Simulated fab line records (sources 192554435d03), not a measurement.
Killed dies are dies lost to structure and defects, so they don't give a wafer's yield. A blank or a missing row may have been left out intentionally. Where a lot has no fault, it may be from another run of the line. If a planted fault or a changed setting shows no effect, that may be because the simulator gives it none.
Matching of chambers | flow n5_finfet | N5_BEOL_M0_SAQP_ETCH_84 on rie_diel-01: 4 sister chambers
The step etches SOC in N2/H2, target depth 100 nm, overetch 20 nm, time 150 s. 4 wafers are shown with their chamber, then 8 later ones without.

## WAFERS, EACH WITH ITS CHAMBER
wafer  | chamber | showerhead_plenum_p_Torr (Torr)
L090.4 | 2       | 2.71
L093.5 | 3       | 2.48
L093.6 | 0       | 2.45
L095.1 | 1       | 2.54

## WAFERS MISSING THEIR CHAMBER
wafer  | showerhead_plenum_p_Torr (Torr)
L095.4 | 2.70
L095.6 | 2.54
L097.1 | 2.48
L097.2 | 2.54
L097.6 | 2.54
L094.1 | 2.48
L094.2 | 2.53
L094.6 | 2.45

## CHAMBER TAKEN BY EACH
wafer  | from the rows above | in truth
L095.4 | 2                   | 2
L095.6 | 1                   | 1
L097.1 | 3                   | 3
L097.2 | 1                   | 1
L097.6 | 1                   | 1
L094.1 | 3                   | 3
L094.2 | 1                   | 1
L094.6 | 0                   | 0
Correctly placed: 8 of 8. Not placeable from these rows: 0. Wrongly placed: 0.
How it was worked out, from the rows above alone: a wafer's distance from a chamber is the root of the sum, over the readings, of the square of ((its reading less the chamber's mean) divided by the reading's scatter). The wafer belongs to the nearest chamber; if the next one is less than 2 further off, it can't be placed. Each chamber's mean is taken over the wafers shown for it. The scatter: root of mean squared gap, hidden wafer to nearest shown wafer, with one shown wafer a chamber.
